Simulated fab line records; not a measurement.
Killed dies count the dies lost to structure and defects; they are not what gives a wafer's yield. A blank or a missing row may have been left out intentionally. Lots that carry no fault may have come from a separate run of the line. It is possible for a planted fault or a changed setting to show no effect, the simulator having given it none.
Matching of chambers	flow nandHarc	3 sister chambers for NHARC_P_M2_PRE_CLEAN_32 on pecvd-01
The step time 12 s. 6 wafers are shown with their chamber, then 12 later ones without.

## WAFERS PAIRED WITH THEIR CHAMBERS
wafer	chamber	heaterPowerW (W)
L091.2	1	678
L091.6	1	705
L091.5	0	657
L094.1	2	702
L094.3	0	670
L094.6	2	714

## WAFERS WITH NO CHAMBER GIVEN
wafer	heaterPowerW (W)
L095.2	672
L095.3	705
L095.6	701
L095.1	696
L095.4	663
L095.5	707
L096.2	729
L096.4	726
L096.5	655
L097.1	725
L097.3	629
L097.5	687

## CHAMBER TAKEN BY EACH
wafer	from the rows above	in truth
L095.2	can't be placed: 0 or 1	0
L095.3	can't be placed: 2 or 1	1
L095.6	can't be placed: 2 or 1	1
L095.1	can't be placed: 1 or 2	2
L095.4	0	0
L095.5	can't be placed: 2 or 1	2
L096.2	can't be placed: 2 or 1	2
L096.4	can't be placed: 2 or 1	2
L096.5	0	0
L097.1	can't be placed: 2 or 1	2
L097.3	0	0
L097.5	can't be placed: 1 or 2 or 0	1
3 of 12 placed correctly. Not placeable from these rows: 9 (in 9, the candidates include the true chamber). Wrongly placed: 0.
How it was worked out, from the rows above alone: a wafer's distance from a chamber is the root of the sum, over the readings, of the square of ((its reading less the chamber's mean) divided by the reading's scatter). If the next closest chamber is less than 2 further off than the closest, the wafer can't be placed; otherwise it belongs to the closest. The mean given for a chamber averages the wafers shown for that chamber. The scatter: take each reading less its chamber's mean, square it, sum over the shown wafers, divide by the number of wafers less the number of chambers, and take the root.
